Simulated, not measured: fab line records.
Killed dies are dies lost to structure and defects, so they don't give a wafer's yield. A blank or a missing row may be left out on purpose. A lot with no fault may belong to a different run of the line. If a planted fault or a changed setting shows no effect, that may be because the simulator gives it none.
fab line records | flow n5-finfet
[record] lots = 9 wafers = 26 last-day = 17
route steps=1938 shown BEOL_M4@1111 BEOL_M6@1233 PASSIVATION@1936
lots with no fault: from the same line, run without faults
start-h: start of the lot's first displayed wafer, in hours after the record's first day | wait-h: hours from the lot's prior step to this one | " as in the row above | L1.1+2: one row covering several wafers at once | - value missing, or start not given | * or withheld: withheld | < > ~ a bound
route shown NAME@n: NAME is a module with steps in the file, n the number in the route of the first one | usual: average and standard deviation across the fault-free wafers | same: alike in all rows | chamber/n: place in a boat | sites: the reading at each site | _std_site: their standard deviation | _edge_site: outer sites' mean less inner sites' | radius-mm: how far each site lies from the wafer's centre | mask NAME#n: copy n | behind: the tool/chamber that last shaped the wafer | hold: reason for holding the lot/hours on hold/outcome of the hold | device: names the non-switching transistor (n, p or np) | end of line: the tests these same wafers got at the end of their route | a step with no rows: only its recipe | killed: dies lost to structure and defects at the first sort, not the wafer's yield | map: the dies of a wafer, with x for killed, . for not killed, _ for no die there
set.NAME: the setting as run; set.NAME@STEP: as run at that earlier step | model.NAME: the simulator's own value behind a step, which no gauge read
steps of the route over a sample of lots; a table a step, a row a wafer
services: a tool's chamber out of use, with start hour (start-h, from the record's first day; less than 0 if before it), hours out, and reason
[[steps]]
[step N5_BEOL_M4_RC_MEAS_101]
[usual] DIBL_N = 35.9/2.5 DIBL_P = 36.0/3 IOFF_N = 0.16/0.047 IOFF_P = 0.21/0.047 ION_N = 671/14 ION_P = 460/8.8 SS_N = 71.5/0.73 SS_P = 73.2/0.91 VT_N = 250/4.3 VT_P = -251/3.6
// columns lot.wafer tool chamber start-h wait-h DIBL_N[mV/V] DIBL_P[mV/V] IOFF_N[nA/um] IOFF_P[nA/um] ION_N[uA/um] ION_P[uA/um] SS_N[mV/dec] SS_P[mV/dec] VT_N[mV] VT_P[mV]
L511.1 prober-02 0 185.16 0.0 37.0 37.4 0.17 0.22 679 462 72.2 73.4 250 -252
L511.5 " 0 " " 35.6 35.8 0.15 0.20 682 463 72.4 72.9 249 -251
L511.6 " 0 " " 33.9 33.4 0.11 0.16 653 451 71.4 72.3 256 -253
L520.1 prober-02 0 247.27 0.0 39.5 42.5 0.25 0.28 685 468 71.5 74.9 242 -246
L520.2 " 0 " " 32.7 34.3 0.12 0.16 655 451 70.2 72.8 251 -254
L520.3 " 0 " " 34.8 35.9 0.14 0.18 656 448 70.5 73.0 251 -255
L522.2 prober-01 0 258.07 0.2 36.1 35.7 0.15 0.22 662 457 72.0 73.1 251 -249
L522.5 " 0 " " 33.1 33.1 0.10 0.18 661 463 71.2 72.2 255 -250
L522.6 " 0 " " 34.8 34.8 0.12 0.20 664 469 71.0 72.6 250 -250
L523.3 prober-01 0 266.86 0.3 37.0 37.6 0.17 0.23 685 471 71.3 73.2 247 -253
L523.5 " 0 " " 38.6 37.4 0.19 0.22 686 466 72.4 73.3 246 -254
L524.1 prober-02 0 269.06 0.0 35.8 35.2 0.14 0.19 685 470 70.5 73.0 248 -250
L524.3 " 0 " " 39.0 39.9 0.22 0.28 693 469 71.2 74.4 244 -247
L524.5 " 0 " " 38.1 39.4 0.18 0.26 692 475 71.8 74.3 247 -248
L527.2 prober-01 0 283.90 0.2 34.3 34.8 0.13 0.19 667 460 71.5 73.0 253 -252
L527.4 " 0 " " 35.8 37.5 0.15 0.22 654 457 71.7 73.7 251 -249
L527.6 " 0 " " 37.4 40.5 0.21 0.29 692 473 72.7 74.5 243 -244
L528.1 prober-01 0 291.36 0.0 35.8 35.4 0.17 0.22 684 471 71.1 73.1 249 -247
L528.2 " 0 " " 38.1 37.6 0.18 0.23 678 467 72.0 73.7 250 -249
L528.4 " 0 " " 35.3 34.9 0.15 0.22 655 456 71.4 73.0 251 -249
L529.1 prober-02 0 300.24 0.0 35.0 35.1 0.13 0.19 655 452 71.1 72.8 255 -252
L529.5 " 0 " " 34.7 34.8 0.15 0.19 681 468 71.2 73.5 251 -250
L529.6 " 0 " " 32.9 32.7 0.10 0.16 656 455 71.0 72.0 259 -254
L530.2 prober-01 0 300.53 0.2 35.2 33.5 0.12 0.16 668 458 71.1 73.0 254 -252
L530.5 " 0 " " 39.7 39.0 0.20 0.25 673 457 73.0 74.5 249 -250
L530.6 " 0 " " 33.6 33.2 0.11 0.16 664 462 70.8 72.2 253 -254
[step N5_BEOL_M6_ETCH_66]
[recipe] chemistry = N2/H2 target = SOC target-depth-a = 800 overetch-a = 160 mask-material = SiARC temp-c = 40 time-s = 120 ion-energy-ev = 200 pressure-mtorr = 30 source-w = 840 bias-w = 150 n2-flow-sccm = 200 h2-flow-sccm = 200
[usual] drypump-motor-current-A = 5.6/0.3 oes-product-au = 0.62/0.054 rf-fwd-power-W = 836.2/2.6 rf-vpp-V = 523.0/2.1 showerhead-plenum-p-Torr = 2.51/0.074 throttle-valve-pct = 17.74/0.28
// columns lot.wafer tool chamber start-h wait-h drypump-motor-current-A oes-product-au rf-fwd-power-W rf-hours-counter-h rf-vpp-V showerhead-plenum-p-Torr throttle-valve-pct
L511.1 rie-diel-03 3 201.23 0.0 6.0 0.56 834.2 174 523.9 2.53 17.77
L511.5 " 2 " " 5.7 0.67 837.2 - 524.1 2.56 17.44
L511.6 " 1 " " 5.2 0.62 838.4 - 523.1 2.42 17.50
L520.1 rie-diel-03 3 264.37 0.0 5.9 0.55 833.6 199 524.0 2.52 17.80
L520.2 " 2 " " 5.7 0.64 837.0 77 526.0 2.55 17.50
L520.3 " 1 " " 5.2 0.59 838.7 149 520.8 2.41 17.53
L522.2 rie-diel-06 2 275.10 0.0 5.6 0.62 835.5 102 525.5 2.58 18.04
L522.5 " 1 " " 5.4 0.64 831.1 - 524.4 2.58 17.71
L522.6 " 2 " " 5.5 0.63 838.5 - 524.5 2.58 18.04
L523.3 rie-diel-06 3 285.84 0.0 5.9 0.51 837.8 250 519.8 2.39 18.00
L523.5 " 1 " " 5.4 0.64 839.7 - 525.2 2.58 17.74
L524.1 rie-diel-06 0 290.07 0.0 6.0 0.64 832.0 73 523.1 2.46 17.54
L524.3 " 1 " " 5.4 0.65 839.2 71 524.9 2.58 17.71
L524.5 " 2 " " 5.5 0.62 839.7 - 525.1 2.58 18.05
L527.2 rie-diel-03 2 302.42 0.0 5.7 0.64 834.9 89 525.0 2.55 17.50
L527.4 " 3 " " 5.9 0.54 836.2 212 522.4 2.51 17.83
L527.6 " 1 " " 5.2 0.58 831.1 - 520.3 2.40 17.57
L528.1 rie-diel-03 0 311.46 0.0 5.1 0.67 835.6 27 524.8 2.60 17.37
L528.2 " 3 " " 5.9 0.54 835.0 214 524.6 2.51 17.86
L528.4 " 1 " " 5.2 0.58 837.1 164 520.8 2.40 17.58
L529.1 rie-diel-02 1 317.57 0.0 5.2 0.55 835.6 180 519.8 2.43 18.36
L529.5 " 2 " " 5.7 0.70 836.6 - 522.9 2.49 17.70
L529.6 " 1 " " 5.3 0.55 835.7 - 520.9 2.43 18.37
L530.2 rie-diel-03 0 317.99 0.0 5.1 0.67 835.0 28 525.1 2.60 17.36
L530.5 " 1 " " 5.2 0.59 832.4 - 520.1 2.40 17.57
L530.6 " 0 " " 5.1 0.67 833.5 - 526.8 2.60 17.36
[step N5_BEOL_M6_ETCH_41]
[recipe] chemistry = CH3F/O2 target = SiCN target-depth-a = 297 taper-deg = 2 time-s = 52 ion-energy-ev = 120 mask-material = TiN pressure-mtorr = 30 source-w = 395 bias-w = 75 Ar_flow_sccm = 150 CH3F_flow_sccm = 30 O2_flow_sccm = 20
[usual] drypump-motor-current-A = 5.6/0.3 oes-product-au = 0.80/0.074 rf-fwd-power-W = 391.4/1.3 rf-vpp-V = 296.9/1.3 showerhead-plenum-p-Torr = 1.97/0.058 throttle-valve-pct = 16.25/0.22
// columns lot.wafer tool chamber start-h wait-h drypump-motor-current-A oes-product-au rf-fwd-power-W rf-hours-counter-h rf-vpp-V showerhead-plenum-p-Torr throttle-valve-pct
L511.1 rie-diel-03 3 - - 5.9 0.72 392.8 174 297.8 1.98 16.21
L511.5 " 2 " " 5.7 0.87 391.1 - 298.5 2.04 16.15
L511.6 " 1 " " 5.2 0.79 390.5 - 296.8 1.91 16.16
L520.1 rie-diel-03 3 - - 5.9 0.70 390.1 199 297.0 1.97 16.27
L520.2 " 2 " " 5.7 0.85 390.2 78 297.1 2.03 16.17
L520.3 " 1 " " 5.2 0.77 390.2 149 295.1 1.91 16.22
L522.2 rie-diel-06 2 - - 5.5 0.81 391.6 102 296.8 2.02 16.28
L522.5 " 1 " " 5.4 0.84 389.2 - 297.8 2.03 16.27
L522.6 " 2 " " 5.5 0.82 392.4 - 297.6 2.02 16.27
L523.3 rie-diel-06 3 - - 5.9 0.67 390.3 250 294.0 1.88 16.62
L523.5 " 1 " " 5.4 0.84 390.0 - 297.4 2.03 16.27
L524.1 rie-diel-06 0 - - 6.1 0.81 391.3 73 296.5 1.92 16.05
L524.3 " 1 " " 5.4 0.84 391.3 71 297.7 2.03 16.26
L524.5 " 2 " " 5.5 0.82 391.7 - 297.9 2.02 16.28
L527.2 rie-diel-03 2 - - 5.7 0.83 390.5 89 298.7 2.02 16.21
L527.4 " 3 " " 5.9 0.69 392.9 212 296.7 1.96 16.29
L527.6 " 1 " " 5.2 0.74 391.1 - 296.1 1.90 16.24
L528.1 rie-diel-03 0 - - 5.1 0.89 392.1 27 297.7 2.05 15.88
L528.2 " 3 " " 5.9 0.69 390.2 214 297.2 1.96 16.28
L528.4 " 1 " " 5.2 0.75 392.7 165 295.4 1.90 16.24
L529.1 rie-diel-02 1 - - 5.2 0.72 391.2 180 295.8 1.93 16.91
L529.5 " 2 " " 5.7 0.92 393.4 - 296.6 1.94 16.02
L529.6 " 1 " " 5.2 0.72 390.0 - 295.1 1.93 16.93
L530.2 rie-diel-03 0 - - 5.1 0.88 390.8 29 297.6 2.05 15.89
L530.5 " 1 " " 5.2 0.75 392.2 - 296.4 1.90 16.26
L530.6 " 0 " " 5.1 0.88 393.4 - 299.7 2.05 15.90
[step N5_BEOL_M6_CURE_75]
[recipe] temp-c = 370 time-s = 120 ambient = DMADMS/He material = SiCOH_lowk
[usual] lamp-power-pct = 52.31/0.058 wafer_temp_C_max = 371.7/0.62
// columns lot.wafer tool chamber start-h wait-h lamp-power-pct wafer_temp_C_max
L511.1 uv-cure-01 1 201.78 0.0 52.32 371.8
L511.5 " 1 " " 52.27 371.9
L511.6 " 1 " " 52.36 372.0
L520.1 uv-cure-03 0 265.08 0.2 52.27 371.2
L520.2 " 0 " " 52.26 371.1
L520.3 " 0 " " 52.39 371.7
L522.2 uv-cure-01 0 275.71 0.1 52.27 370.9
L522.5 " 0 " " 52.41 370.8
L522.6 " 0 " " 52.33 370.6
L523.3 uv-cure-03 2 286.48 0.1 52.23 371.3
L523.5 " 2 " " 52.29 371.1
L524.1 uv-cure-01 2 290.62 0.0 52.21 372.4
L524.3 " 2 " " 52.31 372.5
L524.5 " 2 " " 52.24 372.2
L527.2 uv-cure-01 2 303.01 0.1 52.28 372.0
L527.4 " 2 " " 52.37 372.0
L527.6 " 2 " " 52.32 371.5
L528.1 uv-cure-03 0 312.01 0.0 52.41 372.3
L528.2 " 0 " " 52.29 371.3
L528.4 " 0 " " 52.21 372.3
L529.1 uv-cure-03 2 318.32 0.3 52.36 371.1
L529.5 " 2 " " 52.29 371.5
L529.6 " 2 " " 52.32 370.8
L530.2 uv-cure-02 2 318.63 0.1 52.28 372.4
L530.5 " 2 " " 52.29 374.0
L530.6 " 2 " " 52.25 373.7
[step N5_BEOL_M6_SPUTTER_48]
[recipe] material = Cu target-thk-a = 100 temp-c = -20 bias-v = 60 power-w = 26000 chamber-pressure-pa = 0.13 time-s = 1.667
[usual] bias-v = 60.0/0.63 cathode-dc-power-W = 26000/4.1 chuck-gas-flow-sccm = 1.26/0.054 throttle-valve-pct = 29.7/0.69
// columns lot.wafer tool chamber start-h wait-h bias-v cathode-dc-power-W chuck-gas-flow-sccm throttle-valve-pct
L511.1 pvd-sputter-02 - 203.55 0.2 60.0 25997 1.30 29.6
L511.5 " - " " 60.1 25999 1.23 29.9
L511.6 " - " " 60.5 26002 1.27 28.7
L520.1 pvd-sputter-02 - 266.09 0.1 - - - -
L520.2 " - " " - - - -
L520.3 " - " " - - - -
L522.2 pvd-sputter-02 - 276.63 0.1 - - - -
L522.5 " - " " - - - -
L522.6 " - " " - - - -
L523.3 pvd-sputter-02 - 287.55 0.1 60.4 25998 1.27 29.7
L523.5 " - " " 60.3 25997 1.22 30.5
L524.1 pvd-sputter-02 - 292.23 0.2 60.6 26005 1.28 30.2
L524.3 " - " " 60.4 26001 1.35 30.1
L524.5 " - " " 59.8 26001 1.28 29.2
L527.2 pvd-sputter-03 - 304.22 0.1 58.3 25999 1.35 29.3
L527.4 " - " " 59.2 26006 1.30 30.3
L527.6 " - " " 59.6 26003 1.18 31.3
L528.1 pvd-sputter-02 - 313.11 0.1 60.6 26004 1.18 30.5
L528.2 " - " " 60.4 25999 1.29 28.4
L528.4 " - " " 59.2 26002 1.33 29.5
L529.1 pvd-sputter-03 - 319.91 0.2 59.5 26005 1.24 30.3
L529.5 " - " " 59.6 26001 1.29 30.4
L529.6 " - " " 60.2 25999 1.26 29.9
L530.2 pvd-sputter-01 - 320.10 0.1 60.6 26004 1.21 28.9
L530.5 " - " " 60.0 25996 1.22 29.6
L530.6 " - " " 60.7 26001 1.35 29.6
[step N5_BEOL_M6_CMP_52]
[recipe] stop-on = SiCOH_lowk t-overpolish-s = 6.9 down-force-psi = 1 platen-rpm = 50 clearing-platen-down-force-psi = 1.5 clearing-platen-rpm = 50 post-cmp-clean = cu-alkaline target-thk-nm = 80 clearing-platen-pad-velocity-m-s = 0.99484 pad-velocity-m-s = 0.99484
[usual] motor-current-A = 6.2/0.52 time-to-endpoint-s = 64/5.7
// columns lot.wafer tool chamber start-h wait-h motor-current-A time-to-endpoint-s
L511.1 cmp-03 2 204.13 0.3 5.9 52
L511.6 " 0 " " 5.6 60
L511.5 " 1 " " 5.4 57
L520.3 cmp-02 0 266.60 0.2 5.8 0
L520.1 " 1 " " 6.2 0
L520.2 " 2 " " 5.5 0
L522.2 cmp-02 3 277.21 0.3 5.7 2
L522.6 " 1 " " 6.3 0
L522.5 " 2 " " 5.8 0
L523.3 cmp-01 2 288.17 0.3 6.6 75
L523.5 " 3 " " 6.3 72
L524.1 cmp-02 3 292.94 0.3 6.4 70
L524.3 " 1 " " 6.4 57
L524.5 " 3 " " 6.0 71
L527.2 cmp-01 2 305.23 0.3 6.6 70
L527.4 " 3 " " 6.3 75
L527.6 " 1 " " 6.5 62
L528.2 cmp-03 3 313.67 0.3 7.2 63
L528.1 " 0 " " 5.8 58
L528.4 " 1 " " 5.3 57
L529.1 cmp-02 1 320.56 0.4 6.3 61
L529.5 " 2 " " 5.4 65
L529.6 " 3 " " 6.0 71
L530.2 cmp-02 0 320.79 0.3 5.8 61
L530.5 " 2 " " 5.5 62
L530.6 " 3 " " 5.9 73
[step N5_PASSIVATION_PROBE_49]
[usual] defect-limited-yield = 91.4/1.4 killed_at_M0_to_M3 = 34/8.9 killed_at_M4_up = 13/4.6 killed-at-contacts = 12/5.5 killed-at-front-end = 41/11 killed-at-other = 3.1/2.9 killed-dies = 102/16 killed-on-rim = 13/4.2 killed-open = 66/11 killed-short = 34/7.6 sort_bin_5_function = 5.1/0.89 sort_bin_6_memory = 3.2/0.61 sort_bin_8_speed = 0.02/0.12 sort-n-pass = 1078/16
[same] gross-dies = 1180 killed-at-back-side = 0 sort_bin_4_leakage[%] = 0
// columns lot.wafer tool chamber start-h wait-h defect-limited-yield[%] killed_at_M0_to_M3 killed_at_M4_up killed-at-contacts killed-at-front-end killed-at-other killed-dies killed-on-rim killed-open killed-short sort_bin_5_function[%] sort_bin_6_memory[%] sort_bin_8_speed[%] sort-n-pass
L520.1 prober-02 - 346.22 0.0 0 33 1102 9 32 4 1180 152 60 29 97.9 1.9 0 0
L520.2 prober-02 - 346.27 0.1 0 21 1100 7 51 1 1180 152 64 25 96.8 3.1 0 0
L520.3 prober-02 - 346.32 0.1 0 63 1090 5 18 4 1180 152 62 39 96.3 3.6 0 0
L522.2 prober-02 - 358.13 0.1 0 32 1071 15 56 6 1180 152 76 45 96.1 3.6 0 0
L522.5 prober-02 - 358.28 0.2 0 33 1076 8 56 7 1180 152 76 42 95.8 3.9 0 0
L522.6 prober-02 - 358.33 0.3 0 26 1099 4 38 13 1180 152 67 23 95.8 4.0 0 0
L524.1 prober-01 - 374.09 0.0 90.0 33 17 10 53 5 118 14 73 44 6.5 3.1 0 1062
L524.3 prober-01 - 374.19 0.1 89.9 32 21 4 58 4 119 16 79 40 5.8 3.9 0 1061
L524.5 prober-01 - 374.29 0.2 92.1 32 13 15 31 2 93 11 62 31 4.6 3.1 0 1087
// killed by level:class
L520.1 BEOL_M6:area-sputter=553 BEOL_M6:area-ecd=538 FIN_SAQP:geometric-particle:open=9 BEOL_M1:geometric-particle:open=8 FIN_SAQP:geometric-particle:short=7 BEOL_M2:geometric-particle:open=7 STI_FIN_REVEAL:geometric-particle:open=7 BEOL_M0_SAQP:geometric-particle:short=7
L520.2 BEOL_M6:area-ecd=570 BEOL_M6:area-sputter=520 FIN_SAQP:geometric-particle:open=20 FIN_SAQP:geometric-particle:short=8 BEOL_M0_SAQP:geometric-particle:open=7 DUMMY_GATE:geometric-particle:open=6 MOL_CONTACT_COAG:geometric-particle:open=6 BEOL_M0_SAQP:geometric-particle:short=6
L520.3 BEOL_M6:area-ecd=552 BEOL_M6:area-sputter=525 BEOL_M0_SAQP:geometric-particle:open=18 BEOL_M0_SAQP:geometric-particle:short=15 BEOL_M1:geometric-particle:open=7 BEOL_M2:geometric-particle:open=6 BEOL_M3:geometric-particle:open=6 STI_FIN_REVEAL:geometric-particle:open=5
L522.2 BEOL_M6:area-ecd=541 BEOL_M6:area-sputter=517 STI_FIN_REVEAL:geometric-particle:open=15 MOL_CONTACT_COAG:geometric-particle:open=12 DUMMY_GATE:geometric-particle:open=11 BEOL_M0_SAQP:geometric-particle:open=11 BEOL_M0_SAQP:geometric-particle:short=8 FIN_SAQP:geometric-particle:short=6
L522.5 BEOL_M6:area-ecd=531 BEOL_M6:area-sputter=530 STI_FIN_REVEAL:geometric-particle:open=16 DUMMY_GATE:geometric-particle:open=8 BEOL_M0_SAQP:geometric-particle:short=8 BEOL_M3:geometric-particle:open=8 FIN_SAQP:geometric-particle:open=7 BEOL_M4:geometric-particle:open=7
L522.6 BEOL_M6:area-ecd=556 BEOL_M6:area-sputter=534 STI_FIN_REVEAL:geometric-particle:open=8 DUMMY_GATE:geometric-particle:open=8 BEOL_M0_SAQP:geometric-particle:open=8 MIM_TOP_ETCH:geometric-particle:short=8 GATE_CUT:geometric-particle:open=7 STARTING-WAFER:geometric-particle:open=5
L524.1 FIN_SAQP:geometric-particle:short=14 STI_FIN_REVEAL:geometric-particle:open=12 MOL_CONTACT_COAG:geometric-particle:open=9 FIN_SAQP:geometric-particle:open=8 DUMMY_GATE:geometric-particle:open=7 BEOL_M4:geometric-particle:open=7 BEOL_M0_SAQP:geometric-particle:short=6 BEOL_M0_SAQP:geometric-particle:open=5
L524.3 FIN_SAQP:geometric-particle:short=15 STI_FIN_REVEAL:geometric-particle:open=14 FIN_SAQP:geometric-particle:open=11 BEOL_M0_SAQP:geometric-particle:short=8 BEOL_M0_SAQP:geometric-particle:open=8 BEOL_M1:geometric-particle:open=7 BEOL_M4:geometric-particle:open=6 BEOL_M4:geometric-particle:short=5
L524.5 MOL_CONTACT_COAG:geometric-particle:open=11 GATE_CUT:geometric-particle:short=7 BEOL_M1:geometric-particle:open=7 BEOL_M4:geometric-particle:open=6 DUMMY_GATE:geometric-particle:open=5 BEOL_M0_SAQP:geometric-particle:open=5 BEOL_M2:geometric-particle:open=5 BEOL_M3:geometric-particle:open=5
[[services]]
// columns tool chamber start-h hours kind
cmp-01 - 186.87 1.3 repair
cmp-02 - 196.66 6.3 pm
rie-diel-02 - 198.01 0.6 repair
cmp-03 - 201.25 0.8 repair
rie-diel-02 1 204.08 6.8 repair
cmp-01 - 210.70 7.7 pm
uv-cure-03 - 211.62 1.1 repair
cmp-03 - 219.62 0.4 repair
cmp-01 - 220.48 4.0 pm
rie-diel-02 - 223.96 2.3 repair
rie-diel-03 2 228.06 8.4 repair
rie-diel-06 2 235.93 8.0 repair
cmp-03 - 241.11 14.1 pm
cmp-02 - 244.64 4.0 pm
rie-diel-02 0 246.25 4.4 repair
rie-diel-06 3 253.06 2.6 repair
uv-cure-02 - 260.92 7.5 pm
cmp-01 - 272.34 2.0 repair
cmp-02 - 277.85 2.9 repair
uv-cure-02 - 284.44 1.2 repair
cmp-02 - 290.07 2.5 repair
cmp-01 - 307.40 6.7 repair
rie-diel-03 - 308.90 0.2 repair
cmp-03 - 316.07 4.0 pm
[[key]]
[first-sign] step = N5_BEOL_M6_SPUTTER_48 reading = tool-record direction = missing
[effect] step = N5_BEOL_M6_CMP_52 reading = time-to-endpoint-s direction = down sigmas = 11 usual = * struck = *
[effect] step = N5_PASSIVATION_PROBE_49 reading = killed_at_M4_up direction = up sigmas = 99+ usual = 13 struck = 1090
[more-kills-born-at] N5_BEOL_M6_ECD_50@ecd-cu-01 = 3288 N5_BEOL_M6_SPUTTER_48@pvd-sputter-02 = 3179
met-at N5_BEOL_M6_SPUTTER_48
struck-lots L520,L522
later-rows-left-out L520.1,L520.2,L520.3,L522.2,L522.5,L522.6
not-acting-at N5_BEOL_M6_ETCH_66,N5_BEOL_M6_ETCH_41,N5_BEOL_M6_CURE_75
onset-between 203.55 266.09
[fault] kind = skipped-step-whole tool = pvd-sputter-02 chamber = - onset-h = 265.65 steps = N5_BEOL_M6_SPUTTER_48 scope = struck-lots-only
// later-rows-left-out: the simulator's readings of these wafers behind a module that went badly wrong aren't trusted and aren't shown, but for the sort
